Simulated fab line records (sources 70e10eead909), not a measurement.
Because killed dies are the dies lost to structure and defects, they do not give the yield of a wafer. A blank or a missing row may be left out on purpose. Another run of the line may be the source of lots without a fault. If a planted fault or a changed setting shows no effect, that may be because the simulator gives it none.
fab line records + flow nandHarc + part 1 of 2: steps 1 to 4 of 6
record:
- lots: 24
- wafers: 72
- lastDay: 34
route steps=1302 shown A_DECK1_JOINT@518 A_ONON_D2@559 A_CHANNEL_HOLE_D2@570 A_CHANNEL_FILL_D2@619
lots that met no fault: from a run of the same line without faults
startH: hours from the record's opening day to when the first of the lot's shown wafers began + waitH: hours from the lot's prior step to this one + " the same as in the row above + L1.1+2: one row covering several wafers at once + - no value, or no start was given + * or withheld: withheld + < > ~ a bound
route shown NAME@n: names a module that has steps shown in the file, with the first one's number in the route + usual: mean and standard deviation over wafers with no fault + same: alike in all rows + chamber/n: place in a boat + sites: per-site readings + _std_site: the standard deviation of these + _edge_site: inner sites' mean taken away from outer sites' mean + radiusMm: for every site, how far away it sits from the centre of the wafer + mask NAME#n: copy n + behind: the last tool/chamber to shape the wafer + hold: the reason the lot was held/the length of the hold in hours/how it ended + device: the transistor (n, p or np) that didn't switch + end of line: the route-end tests of the same wafers + a step given without rows: its recipe and nothing more + killed: not the wafer's yield, but the dies lost to structure and defects at the first sort + map: shows each die of a wafer: x if killed, . if not, _ if none is there
set.NAME: the setting that was run; set.NAME@STEP: the one run at that earlier step + model.NAME: the simulator's own value behind a step, which no gauge read
one table for each step of the route and one row for each wafer, over a sample of lots
services: when a tool's chamber went out of use (startH, in hours from the record's first day, below 0 if earlier), for how many hours, and the reason
== steps ==
step: NHARC_A_DECK1_JOINT_ETCHBACK_07
recipe:
- targetDepthA: 1050
- timeS: 26.9
- hbrFlowSccm: 150
- rfW: 350
- icpW: 350
- biasW: 60
- chemistry: HBr
usual:
- drypumpMotorCurrentA: 5.7/0.35
- oesProductAu: 1.001/0.0095
- throttleValvePct: 23.266/0.0086
same:
- timeS: 26.9
| lot.wafer | tool     | chamber | startH | waitH | drypumpMotorCurrentA | oesProductAu | rfHoursCounterH | throttleValvePct |
|-----------|----------|---------|--------|-------|----------------------|--------------|-----------------|------------------|
| L074.2    | rieSi-02 | 2       | 242.44 | 0.1   | 5.2                  | 1.004        | 0.8             | 23.276           |
| L074.3    | "        | 0       | "      | "     | 6.0                  | 1.005        | 0.9             | 23.271           |
| L074.6    | "        | 2       | "      | "     | 5.2                  | 1.008        | -               | 23.265           |
| L075.2    | rieSi-01 | 2       | 242.51 | 0.1   | 5.1                  | 1.001        | 0.2             | 23.266           |
| L075.5    | "        | 3       | "      | "     | 5.8                  | 1.011        | -               | 23.274           |
| L075.6    | "        | 0       | "      | "     | 6.2                  | 0.996        | -               | 23.266           |
| L076.1    | rieSi-01 | 1       | 268.89 | 0.1   | 5.7                  | 1.011        | 0.3             | 23.250           |
| L076.3    | "        | 2       | "      | "     | 5.1                  | 0.999        | 0.3             | 23.262           |
| L076.5    | "        | 0       | "      | "     | 6.2                  | 1.004        | -               | 23.257           |
| L077.2    | rieSi-02 | 2       | 268.90 | 0.1   | 5.2                  | 1.015        | 0.9             | 23.267           |
| L077.5    | "        | 0       | "      | "     | 6.1                  | 0.993        | -               | 23.260           |
| L077.6    | "        | 1       | "      | "     | 5.6                  | 0.997        | -               | 23.267           |
| L078.2    | rieSi-01 | 3       | 278.90 | 0.1   | 5.8                  | 1.020        | 0.3             | 23.265           |
| L078.5    | "        | 2       | "      | "     | 5.1                  | 1.005        | -               | 23.249           |
| L078.6    | "        | 3       | "      | "     | 5.8                  | 1.015        | -               | 23.258           |
| L080.2    | rieSi-04 | 1       | 289.14 | 0.1   | 5.9                  | 0.993        | 1.1             | 23.271           |
| L080.1    | "        | 2       | "      | "     | 5.3                  | 1.034        | 0.9             | 23.260           |
| L080.6    | "        | 0       | "      | "     | 5.9                  | 1.014        | -               | 23.265           |
| L079.1    | rieSi-02 | 2       | 289.16 | 0.1   | 5.2                  | 1.005        | 0               | 23.277           |
| L079.6    | "        | 3       | "      | "     | 5.7                  | 0.980        | -               | 23.262           |
| L079.5    | "        | 0       | "      | "     | 6.0                  | 0.994        | -               | 23.261           |
| L082.1    | rieSi-04 | 2       | 312.23 | 0.1   | 5.3                  | 1.011        | 1.0             | 23.252           |
| L082.4    | "        | 3       | "      | "     | 5.7                  | 0.993        | 0.7             | 23.265           |
| L082.5    | "        | 2       | "      | "     | 5.3                  | 1.018        | -               | 23.264           |
| L081.2    | rieSi-01 | 3       | 312.23 | 0.1   | 5.8                  | 1.010        | 0.7             | 23.262           |
| L081.3    | "        | 2       | "      | "     | 5.1                  | 0.993        | 0.7             | 23.270           |
| L081.5    | "        | 0       | "      | "     | 6.2                  | 0.989        | -               | 23.263           |
| L083.1    | rieSi-01 | 1       | 320.07 | 0.1   | 5.7                  | 1.010        | 0.7             | 23.268           |
| L083.3    | "        | 0       | "      | "     | 6.2                  | 1.004        | 0.7             | 23.272           |
| L083.6    | "        | 2       | "      | "     | 5.1                  | 1.011        | -               | 23.259           |
| L084.3    | rieSi-02 | 1       | 328.48 | 0.1   | 5.6                  | 1.007        | 0.3             | 23.278           |
| L084.6    | "        | 1       | "      | "     | 5.6                  | 1.016        | -               | 23.254           |
| L084.5    | "        | 2       | "      | "     | 5.2                  | 1.000        | -               | 23.284           |
| L085.1    | rieSi-01 | 1       | 352.82 | 0.1   | 5.7                  | 1.004        | 0.9             | 23.268           |
| L085.3    | "        | 3       | "      | "     | 5.8                  | 1.001        | 0.9             | 23.265           |
| L085.2    | "        | 0       | "      | "     | 6.2                  | 0.994        | 0.9             | 23.253           |
| L086.1    | rieSi-02 | 1       | 360.51 | 0.1   | 5.7                  | 0.995        | 0.4             | 23.263           |
| L086.2    | "        | 3       | "      | "     | 5.7                  | 0.981        | 0.4             | 23.258           |
| L086.6    | "        | 1       | "      | "     | 5.6                  | 1.002        | -               | 23.273           |
| L087.2    | rieSi-04 | 3       | 381.95 | 0.1   | 5.8                  | 1.014        | 0.2             | 23.256           |
| L087.6    | "        | 3       | "      | "     | 5.8                  | 1.002        | -               | 23.296           |
| L087.5    | "        | 0       | "      | "     | 5.9                  | 0.989        | -               | 23.259           |
| L088.1    | rieSi-01 | 2       | 381.96 | 0.1   | 5.1                  | 0.991        | 0.1             | 23.264           |
| L088.3    | "        | 3       | "      | "     | 5.8                  | 1.007        | 0.1             | 23.267           |
| L088.2    | "        | 0       | "      | "     | 6.2                  | 1.003        | 0.0             | 23.258           |
| L089.1    | rieSi-04 | 3       | 389.17 | 0.1   | 5.7                  | 0.994        | 0.2             | 23.281           |
| L089.3    | "        | 1       | "      | "     | 5.9                  | 0.995        | 0.2             | 23.262           |
| L089.5    | "        | 0       | "      | "     | 6.0                  | 0.997        | -               | 23.268           |
| L090.3    | rieSi-01 | 3       | 397.75 | 0.1   | 5.8                  | 0.994        | 0.2             | 23.255           |
| L090.4    | "        | 2       | "      | "     | 5.1                  | 0.980        | -               | 23.259           |
| L090.6    | "        | 0       | "      | "     | 6.2                  | 0.997        | -               | 23.267           |
| L091.2    | rieSi-01 | 2       | 411.49 | 0.1   | 5.1                  | 1.002        | 0.2             | 23.268           |
| L091.6    | "        | 0       | "      | "     | 6.2                  | 1.016        | -               | 23.272           |
| L091.5    | "        | 1       | "      | "     | 5.7                  | 0.994        | -               | 23.265           |
| L092.1    | rieSi-02 | 1       | 411.62 | 0.1   | 5.6                  | 1.008        | 0.8             | 23.258           |
| L092.6    | "        | 1       | "      | "     | 5.6                  | 1.009        | -               | 23.256           |
| L092.5    | "        | 2       | "      | "     | 5.2                  | 1.000        | -               | 23.259           |
| L093.1    | rieSi-02 | 0       | 432.71 | 0.1   | 6.0                  | 0.993        | 0.8             | 23.253           |
| L093.3    | "        | 2       | "      | "     | 5.2                  | 0.993        | 1.1             | 23.265           |
| L093.6    | "        | 1       | "      | "     | 5.6                  | 1.014        | -               | 23.256           |
| L094.3    | rieSi-04 | 0       | 453.45 | 0.1   | 6.0                  | 0.979        | 0.6             | 23.264           |
| L094.4    | "        | 1       | "      | "     | 5.9                  | 0.997        | 0.5             | 23.254           |
| L094.1    | "        | 3       | "      | "     | 5.8                  | 1.000        | 0.7             | 23.273           |
| L096.4    | rieSi-01 | 0       | 453.45 | 0.1   | 6.2                  | 1.008        | 0.4             | 23.275           |
| L096.3    | "        | 1       | "      | "     | 5.7                  | 0.993        | 0.3             | 23.257           |
| L096.5    | "        | 1       | "      | "     | 5.7                  | 0.989        | -               | 23.281           |
| L095.2    | rieSi-01 | 0       | 460.38 | 0.1   | 6.2                  | 1.015        | 0.5             | 23.276           |
| L095.3    | "        | 1       | "      | "     | 5.7                  | 1.004        | 0.4             | 23.254           |
| L095.1    | "        | 3       | "      | "     | 5.8                  | 1.009        | 0.5             | 23.258           |
| L097.1    | rieSi-02 | 3       | 473.79 | 0.1   | 5.7                  | 0.985        | 0.1             | 23.260           |
| L097.5    | "        | 0       | "      | "     | 6.0                  | 0.988        | -               | 23.275           |
| L097.6    | "        | 1       | "      | "     | 5.7                  | 1.001        | -               | 23.269           |
step: NHARC_A_ONON_D2_THK_MEAS_21
recipe:
- thkMeasGauge: ellipsometry
usual:
- thkNm: 1001/9.1
| lot.wafer | tool         | chamber | startH | waitH | thkNm |
|-----------|--------------|---------|--------|-------|-------|
| L074.2    | filmMetro-01 | -       | 288.96 | -     | 995   |
| L074.3    | "            | -       | "      | "     | 994   |
| L074.6    | "            | -       | "      | "     | 994   |
| L075.2    | filmMetro-02 | -       | 288.96 | -     | 1010  |
| L075.5    | "            | -       | "      | "     | 1011  |
| L075.6    | "            | -       | "      | "     | 1011  |
| L077.2    | filmMetro-01 | -       | 320.44 | -     | 1006  |
| L077.5    | "            | -       | "      | "     | 1005  |
| L077.6    | "            | -       | "      | "     | 1005  |
| L076.1    | filmMetro-01 | -       | 320.51 | -     | 997   |
| L076.3    | "            | -       | "      | "     | 998   |
| L076.5    | "            | -       | "      | "     | 997   |
| L078.2    | filmMetro-02 | -       | 326.58 | -     | 993   |
| L078.5    | "            | -       | "      | "     | 993   |
| L078.6    | "            | -       | "      | "     | 995   |
| L080.1    | filmMetro-02 | -       | 334.77 | -     | 990   |
| L080.2    | "            | -       | "      | "     | 992   |
| L080.6    | "            | -       | "      | "     | 992   |
| L079.1    | filmMetro-01 | -       | 334.79 | -     | 994   |
| L079.5    | "            | -       | "      | "     | 995   |
| L079.6    | "            | -       | "      | "     | 994   |
| L081.2    | filmMetro-01 | -       | 357.28 | -     | 1014  |
| L081.3    | "            | -       | "      | "     | 1013  |
| L081.5    | "            | -       | "      | "     | 1012  |
| L082.1    | filmMetro-02 | -       | 357.28 | -     | 1012  |
| L082.4    | "            | -       | "      | "     | 1009  |
| L082.5    | "            | -       | "      | "     | 1010  |
| L083.1    | filmMetro-01 | -       | 362.72 | -     | 999   |
| L083.3    | "            | -       | "      | "     | 1001  |
| L083.6    | "            | -       | "      | "     | 998   |
| L084.3    | filmMetro-01 | -       | 374.12 | -     | 993   |
| L084.5    | "            | -       | "      | "     | 991   |
| L084.6    | "            | -       | "      | "     | 993   |
| L085.1    | filmMetro-01 | -       | 398.44 | -     | 996   |
| L085.2    | "            | -       | "      | "     | 996   |
| L085.3    | "            | -       | "      | "     | 995   |
| L086.1    | filmMetro-02 | -       | 406.32 | -     | 1008  |
| L086.2    | "            | -       | "      | "     | 1009  |
| L086.6    | "            | -       | "      | "     | 1009  |
| L088.1    | filmMetro-01 | -       | 429.10 | -     | 974   |
| L088.2    | "            | -       | "      | "     | 975   |
| L088.3    | "            | -       | "      | "     | 975   |
| L087.2    | filmMetro-02 | -       | 429.11 | -     | 993   |
| L087.5    | "            | -       | "      | "     | 995   |
| L087.6    | "            | -       | "      | "     | 995   |
| L089.1    | filmMetro-02 | -       | 436.89 | -     | 1002  |
| L089.3    | "            | -       | "      | "     | 1003  |
| L089.5    | "            | -       | "      | "     | 1003  |
| L090.3    | filmMetro-01 | -       | 449.15 | -     | 997   |
| L090.4    | "            | -       | "      | "     | 999   |
| L090.6    | "            | -       | "      | "     | 999   |
| L091.2    | filmMetro-02 | -       | 456.20 | -     | 996   |
| L091.5    | "            | -       | "      | "     | 993   |
| L091.6    | "            | -       | "      | "     | 993   |
| L092.1    | filmMetro-01 | -       | 456.20 | -     | 1005  |
| L092.5    | "            | -       | "      | "     | 1007  |
| L092.6    | "            | -       | "      | "     | 1005  |
| L093.1    | filmMetro-02 | -       | 480.20 | -     | 1001  |
| L093.3    | "            | -       | "      | "     | 1003  |
| L093.6    | "            | -       | "      | "     | 1002  |
| L094.1    | filmMetro-01 | -       | 499.48 | -     | 1003  |
| L094.3    | "            | -       | "      | "     | 1005  |
| L094.4    | "            | -       | "      | "     | 1002  |
| L096.3    | filmMetro-02 | -       | 499.49 | -     | 1010  |
| L096.4    | "            | -       | "      | "     | 1009  |
| L096.5    | "            | -       | "      | "     | 1009  |
| L095.1    | filmMetro-01 | -       | 511.55 | -     | 1004  |
| L095.2    | "            | -       | "      | "     | 1005  |
| L095.3    | "            | -       | "      | "     | 1005  |
| L097.1    | filmMetro-02 | -       | 524.57 | -     | 1020  |
| L097.5    | "            | -       | "      | "     | 1020  |
| L097.6    | "            | -       | "      | "     | 1017  |
step: NHARC_A_CHANNEL_HOLE_D2_DEP_00
recipe:
- targetThkA: 31000
- tempC: 400
- material: aC
usual:
- throttleValvePct: 35.001/0.0083
| lot.wafer | tool      | chamber | startH | waitH | throttleValvePct |
|-----------|-----------|---------|--------|-------|------------------|
| L075.2    | aclDep-03 | 0       | 296.09 | 4.9   | 35.006           |
| L075.5    | "         | 0       | "      | "     | 35.001           |
| L075.6    | "         | 0       | "      | "     | 34.989           |
| L074.2    | aclDep-02 | 0       | 296.21 | 5.0   | 35.014           |
| L074.3    | "         | 0       | "      | "     | 34.999           |
| L074.6    | "         | 0       | "      | "     | 35.007           |
| L077.2    | aclDep-03 | 0       | 324.30 | 1.5   | 34.988           |
| L077.5    | "         | 0       | "      | "     | 34.999           |
| L077.6    | "         | 0       | "      | "     | 34.985           |
| L076.1    | aclDep-01 | 0       | 324.31 | 1.4   | 35.001           |
| L076.3    | "         | 0       | "      | "     | 35.008           |
| L076.5    | "         | 0       | "      | "     | 34.987           |
| L078.2    | aclDep-01 | 0       | 329.21 | 0.4   | 34.999           |
| L078.5    | "         | 0       | "      | "     | 34.991           |
| L078.6    | "         | 0       | "      | "     | 34.999           |
| L080.1    | aclDep-01 | 0       | 337.12 | 0.1   | 34.992           |
| L080.2    | "         | 0       | "      | "     | 34.997           |
| L080.6    | "         | 0       | 338.73 | 1.7   | 34.992           |
| L079.1    | aclDep-03 | 0       | 337.38 | 0.1   | 35.013           |
| L079.5    | "         | 0       | 338.65 | 1.3   | 34.992           |
| L079.6    | "         | 0       | "      | "     | 35.003           |
| L082.1    | aclDep-02 | 0       | 361.17 | 1.7   | 35.004           |
| L082.4    | "         | 0       | "      | "     | 34.997           |
| L082.5    | "         | 0       | "      | "     | 34.996           |
| L081.2    | aclDep-01 | 0       | 362.09 | 2.6   | 35.017           |
| L081.3    | "         | 0       | "      | "     | 35.013           |
| L081.5    | "         | 0       | "      | "     | 34.993           |
| L083.1    | aclDep-01 | 0       | 365.07 | 0.1   | 35.003           |
| L083.3    | "         | 0       | "      | "     | 35.011           |
| L083.6    | "         | 0       | "      | "     | 35.002           |
| L084.3    | aclDep-03 | 0       | 377.75 | 1.4   | 34.995           |
| L084.5    | "         | 0       | "      | "     | 34.995           |
| L084.6    | "         | 0       | "      | "     | 35.004           |
| L085.1    | aclDep-03 | 0       | 401.64 | 0.9   | 35.012           |
| L085.2    | "         | 0       | "      | "     | 34.995           |
| L085.3    | "         | 0       | "      | "     | 34.992           |
| L086.1    | aclDep-02 | 0       | 409.11 | 0.5   | 35.005           |
| L086.2    | "         | 0       | "      | "     | 34.997           |
| L086.6    | "         | 0       | 410.69 | 2.1   | 34.998           |
| L088.1    | aclDep-01 | 0       | 433.89 | 2.6   | 34.998           |
| L088.2    | "         | 0       | "      | "     | 35.009           |
| L088.3    | "         | 0       | "      | "     | 35.001           |
| L087.2    | aclDep-03 | 0       | 435.13 | 3.8   | 35.015           |
| L087.5    | "         | 0       | "      | "     | 34.986           |
| L087.6    | "         | 0       | "      | "     | 35.010           |
| L089.1    | aclDep-02 | 0       | 444.67 | 5.5   | 35.000           |
| L089.3    | "         | 0       | "      | "     | 35.001           |
| L089.5    | "         | 0       | "      | "     | 34.997           |
| L090.3    | aclDep-01 | 0       | 455.88 | 4.5   | 34.985           |
| L090.4    | "         | 0       | "      | "     | 35.002           |
| L090.6    | "         | 0       | "      | "     | 35.004           |
| L091.2    | aclDep-01 | 0       | 463.06 | 4.6   | 35.012           |
| L091.5    | "         | 0       | "      | "     | 34.985           |
| L091.6    | "         | 0       | "      | "     | 34.991           |
| L092.1    | aclDep-03 | 0       | 463.39 | 4.9   | 34.988           |
| L092.5    | "         | 0       | 464.66 | 6.2   | 34.995           |
| L092.6    | "         | 0       | "      | "     | 35.002           |
| L093.1    | aclDep-01 | 0       | 484.88 | 2.5   | 35.004           |
| L093.3    | "         | 0       | "      | "     | 35.004           |
| L093.6    | "         | 0       | "      | "     | 35.006           |
| L094.1    | aclDep-03 | 0       | 501.99 | 0.2   | 34.998           |
| L094.3    | "         | 0       | "      | "     | 35.006           |
| L094.4    | "         | 0       | "      | "     | 34.997           |
| L096.3    | aclDep-01 | 0       | 503.83 | 1.8   | 35.011           |
| L096.4    | "         | 0       | "      | "     | 35.003           |
| L096.5    | "         | 0       | "      | "     | 35.005           |
| L095.1    | aclDep-01 | 0       | 513.88 | 0.1   | 34.980           |
| L095.2    | "         | 0       | "      | "     | 34.998           |
| L095.3    | "         | 0       | "      | "     | 34.996           |
| L097.1    | aclDep-02 | 0       | 527.47 | 0.7   | 35.007           |
| L097.5    | "         | 0       | 528.72 | 1.9   | 35.005           |
| L097.6    | "         | 0       | "      | "     | 34.993           |
step: NHARC_A_CHANNEL_HOLE_D2_ETCH_38
recipe:
- targetDepthA: 390
- overEtchFrac: 0.3
- timeS: 65
- ionEnergyEv: 80
- cf4FlowSccm: 150
- arFlowSccm: 0
- rfW: 300
- biasW: 100
- chemistry: CF4
usual:
- drypumpMotorCurrentA: 5.8/0.48
- mfcArSccm: 0.009/0.011
- oesProductAu: 1.000/0.01
- rfVppV: 151.2/1.2
- showerheadPlenumPTorr: 1.77/0.067
- throttleValvePct: 13.285/0.0087
same:
- timeS: 65
| lot.wafer | tool       | chamber | startH | waitH | drypumpMotorCurrentA | mfcArSccm | oesProductAu | rfHoursCounterH | rfVppV | showerheadPlenumPTorr | throttleValvePct |
|-----------|------------|---------|--------|-------|----------------------|-----------|--------------|-----------------|--------|-----------------------|------------------|
| L075.2    | rieDiel-01 | 3       | 298.70 | 0.1   | 6.0                  | 0.029     | 1.006        | 3.8             | 151.9  | 1.80                  | 13.284           |
| L075.5    | "          | 0       | "      | "     | 6.2                  | 0         | 1.006        | -               | 150.6  | 1.72                  | 13.290           |
| L075.6    | "          | 1       | "      | "     | 5.4                  | 0.040     | 1.015        | -               | 149.8  | 1.67                  | 13.290           |
| L074.3    | rieDiel-08 | 2       | 298.85 | 0.1   | 5.8                  | 0         | 1.011        | 6.2             | 150.7  | 1.70                  | 13.279           |
| L074.2    | "          | 1       | "      | "     | 6.4                  | 0.019     | 1.001        | 6.2             | 151.0  | 1.69                  | 13.287           |
| L074.6    | "          | 3       | "      | "     | 6.4                  | 0.013     | 0.994        | -               | 151.3  | 1.79                  | 13.292           |
| L077.2    | rieDiel-12 | 0       | 326.91 | 0.1   | 5.4                  | 0.003     | 1.007        | 1.2             | 151.0  | 1.75                  | 13.288           |
| L077.6    | "          | 1       | "      | "     | 5.2                  | 0         | 0.994        | -               | 153.0  | 1.85                  | 13.296           |
| L077.5    | "          | 2       | "      | "     | 5.2                  | 0.010     | 1.010        | -               | 152.4  | 1.84                  | 13.291           |
| L076.3    | rieDiel-08 | 3       | 327.38 | 0.1   | 6.5                  | 0.013     | 1.005        | 7.5             | 152.1  | 1.79                  | 13.293           |
| L076.1    | "          | 2       | "      | "     | 5.8                  | 0         | 1.016        | 7.3             | 150.5  | 1.70                  | 13.270           |
| L076.5    | "          | 3       | "      | "     | 6.5                  | 0.013     | 0.998        | -               | 152.4  | 1.79                  | 13.287           |
| L078.2    | rieDiel-12 | 3       | 331.83 | 0.1   | 6.3                  | 0         | 0.992        | 2.1             | 150.9  | 1.68                  | 13.278           |
| L078.5    | "          | 2       | "      | "     | 5.2                  | 0.010     | 1.019        | -               | 151.9  | 1.84                  | 13.268           |
| L078.6    | "          | 3       | "      | "     | 6.3                  | 0         | 1.000        | -               | 150.4  | 1.68                  | 13.289           |
| L080.1    | rieDiel-01 | 2       | 340.06 | 0.1   | 6.4                  | 0         | 1.010        | 5.5             | 152.4  | 1.86                  | 13.271           |
| L080.2    | "          | 1       | "      | "     | 5.5                  | 0.040     | 1.004        | 6.4             | 149.4  | 1.67                  | 13.278           |
| L080.6    | "          | 3       | "      | "     | 6.0                  | 0.029     | 0.998        | -               | 152.6  | 1.80                  | 13.294           |
| L079.1    | rieDiel-12 | 3       | 340.32 | 0.1   | 6.3                  | 0         | 0.999        | 3.3             | 149.3  | 1.68                  | 13.279           |
| L079.5    | "          | 1       | "      | "     | 5.2                  | 0         | 1.006        | -               | 151.4  | 1.85                  | 13.293           |
| L079.6    | "          | 2       | "      | "     | 5.2                  | 0.010     | 0.990        | -               | 152.8  | 1.84                  | 13.272           |
| L082.1    | rieDiel-12 | 2       | 364.06 | 0.1   | 5.2                  | 0.010     | 1.004        | 4.3             | 152.5  | 1.84                  | 13.288           |
| L082.4    | "          | 3       | "      | "     | 6.3                  | 0         | 0.996        | 4.8             | 150.9  | 1.68                  | 13.274           |
| L082.5    | "          | 1       | "      | "     | 5.2                  | 0         | 0.994        | -               | 153.2  | 1.85                  | 13.285           |
| L081.3    | rieDiel-01 | 0       | 364.70 | 0.1   | 6.2                  | 0         | 0.997        | 7.3             | 150.4  | 1.72                  | 13.275           |
| L081.2    | "          | 2       | "      | "     | 6.4                  | 0         | 1.008        | 6.3             | 153.4  | 1.86                  | 13.284           |
| L081.5    | "          | 0       | "      | "     | 6.2                  | 0         | 1.013        | -               | 150.5  | 1.72                  | 13.276           |
| L083.1    | rieDiel-12 | 0       | 367.90 | 0.1   | 5.4                  | 0.003     | 1.000        | 5.0             | 151.6  | 1.75                  | 13.281           |
| L083.3    | "          | 2       | "      | "     | 5.2                  | 0.010     | 1.014        | 4.8             | 151.1  | 1.84                  | 13.286           |
| L083.6    | "          | 3       | "      | "     | 6.2                  | 0         | 0.992        | -               | 149.8  | 1.68                  | 13.280           |
| L084.3    | rieDiel-01 | 2       | 380.62 | 0.1   | 6.4                  | 0         | 1.006        | 7.7             | 150.7  | 1.86                  | 13.278           |
| L084.6    | "          | 2       | "      | "     | 6.4                  | 0         | 1.005        | -               | 151.5  | 1.86                  | 13.301           |
| L084.5    | "          | 3       | "      | "     | 6.0                  | 0.029     | 1.009        | -               | 152.5  | 1.80                  | 13.289           |
| L085.1    | rieDiel-12 | 0       | 404.62 | 0.1   | 5.4                  | 0.003     | 0.995        | 6.9             | 151.6  | 1.75                  | 13.287           |
| L085.3    | "          | 2       | "      | "     | 5.2                  | 0.010     | 1.016        | 7.3             | 153.8  | 1.84                  | 13.277           |
| L085.2    | "          | 3       | "      | "     | 6.2                  | 0         | 0.987        | 7.2             | 150.0  | 1.68                  | 13.281           |
| L086.1    | rieDiel-12 | 0       | 412.06 | 0.1   | 5.4                  | 0.003     | 0.987        | 7.5             | 153.7  | 1.75                  | 13.295           |
| L086.2    | "          | 2       | "      | "     | 5.3                  | 0.010     | 1.007        | 7.9             | 152.7  | 1.84                  | 13.284           |
| L086.6    | "          | 0       | "      | "     | 5.4                  | 0.003     | 1.001        | -               | 152.2  | 1.75                  | 13.281           |
| L088.1    | rieDiel-12 | 2       | 436.90 | 0.1   | 5.3                  | 0.010     | 1.002        | 8.9             | 152.6  | 1.84                  | 13.288           |
| L088.2    | "          | 3       | "      | "     | 6.3                  | 0         | 0.986        | 8.5             | 149.1  | 1.68                  | 13.290           |
| L088.3    | "          | 0       | "      | "     | 5.4                  | 0.003     | 1.005        | 8.4             | 151.3  | 1.75                  | 13.287           |
| L087.2    | rieDiel-08 | 3       | 437.78 | 0.1   | 6.5                  | 0.013     | 0.992        | 1.8             | 151.3  | 1.79                  | 13.286           |
| L087.6    | "          | 3       | "      | "     | 6.4                  | 0.013     | 0.992        | -               | 150.5  | 1.79                  | 13.289           |
| L087.5    | "          | 1       | "      | "     | 6.4                  | 0.019     | 0.995        | -               | 149.4  | 1.69                  | 13.279           |
| L089.1    | rieDiel-01 | 3       | 447.58 | 0.1   | 6.0                  | 0.029     | 0.989        | 2.1             | 151.3  | 1.80                  | 13.292           |
| L089.3    | "          | 1       | "      | "     | 5.4                  | 0.040     | 1.004        | 1.7             | 150.0  | 1.67                  | 13.291           |
| L089.5    | "          | 3       | "      | "     | 6.0                  | 0.029     | 0.996        | -               | 151.7  | 1.80                  | 13.296           |
| L090.4    | rieDiel-12 | 3       | 458.17 | 0.1   | 6.3                  | 0         | 0.981        | 0.0             | 150.9  | 1.68                  | 13.289           |
| L090.3    | "          | 0       | "      | "     | 5.4                  | 0.003     | 0.990        | 0.0             | 150.5  | 1.75                  | 13.288           |
| L090.6    | "          | 3       | "      | "     | 6.3                  | 0         | 0.987        | -               | 151.3  | 1.68                  | 13.292           |
| L091.2    | rieDiel-08 | 2       | 465.53 | 0.1   | 5.8                  | 0         | 1.000        | 4.7             | 151.3  | 1.70                  | 13.275           |
| L091.5    | "          | 2       | "      | "     | 5.8                  | 0         | 0.994        | -               | 149.7  | 1.70                  | 13.290           |
| L091.6    | "          | 3       | "      | "     | 6.5                  | 0.013     | 0.988        | -               | 150.7  | 1.79                  | 13.278           |
| L092.1    | rieDiel-12 | 3       | 466.32 | 0.1   | 6.3                  | 0         | 0.983        | 0.6             | 149.6  | 1.68                  | 13.277           |
| L092.5    | "          | 0       | "      | "     | 5.4                  | 0.003     | 0.986        | -               | 150.8  | 1.75                  | 13.300           |
| L092.6    | "          | 1       | "      | "     | 5.2                  | 0         | 1.001        | -               | 152.5  | 1.84                  | 13.289           |
| L093.3    | rieDiel-08 | 3       | 487.81 | 0.1   | 6.5                  | 0.013     | 0.988        | 5.7             | 151.9  | 1.79                  | 13.278           |
| L093.1    | "          | 0       | "      | "     | 5.7                  | 0.016     | 1.001        | 4.6             | 151.8  | 1.81                  | 13.267           |
| L093.6    | "          | 3       | "      | "     | 6.5                  | 0.013     | 0.978        | -               | 150.3  | 1.79                  | 13.283           |
| L094.1    | rieDiel-12 | 3       | 504.93 | 0.1   | 6.3                  | 0         | 0.997        | 2.1             | 149.6  | 1.68                  | 13.283           |
| L094.4    | "          | 0       | "      | "     | 5.4                  | 0.003     | 0.992        | 2.1             | 150.9  | 1.75                  | 13.280           |
| L094.3    | "          | 1       | "      | "     | 5.2                  | 0         | 1.019        | 2.1             | 153.8  | 1.84                  | 13.283           |
| L096.4    | rieDiel-08 | 1       | 506.10 | 0.1   | 6.4                  | 0.019     | 1.015        | 8.5             | 151.1  | 1.69                  | 13.272           |
| L096.3    | "          | 2       | "      | "     | 5.8                  | 0         | 0.994        | 8.1             | 150.1  | 1.70                  | 13.290           |
| L096.5    | "          | 1       | "      | "     | 6.4                  | 0.019     | 1.007        | -               | 149.5  | 1.69                  | 13.266           |
| L095.3    | rieDiel-08 | 0       | 516.80 | 0.1   | 5.7                  | 0.016     | 1.013        | 7.6             | 152.0  | 1.81                  | 13.291           |
| L095.2    | "          | 2       | "      | "     | 5.8                  | 0         | 0.997        | 8.8             | 150.9  | 1.70                  | 13.287           |
| L095.1    | "          | 3       | "      | "     | 6.5                  | 0.013     | 0.989        | 7.9             | 149.7  | 1.79                  | 13.312           |
| L097.1    | rieDiel-08 | 1       | 530.71 | 0.4   | 6.4                  | 0.019     | 1.009        | 10.7            | 151.2  | 1.69                  | 13.285           |
| L097.6    | "          | 3       | "      | "     | 6.5                  | 0.013     | 0.987        | -               | 151.3  | 1.79                  | 13.287           |
| L097.5    | "          | 0       | "      | "     | 5.7                  | 0.016     | 1.013        | -               | 152.3  | 1.81                  | 13.262           |
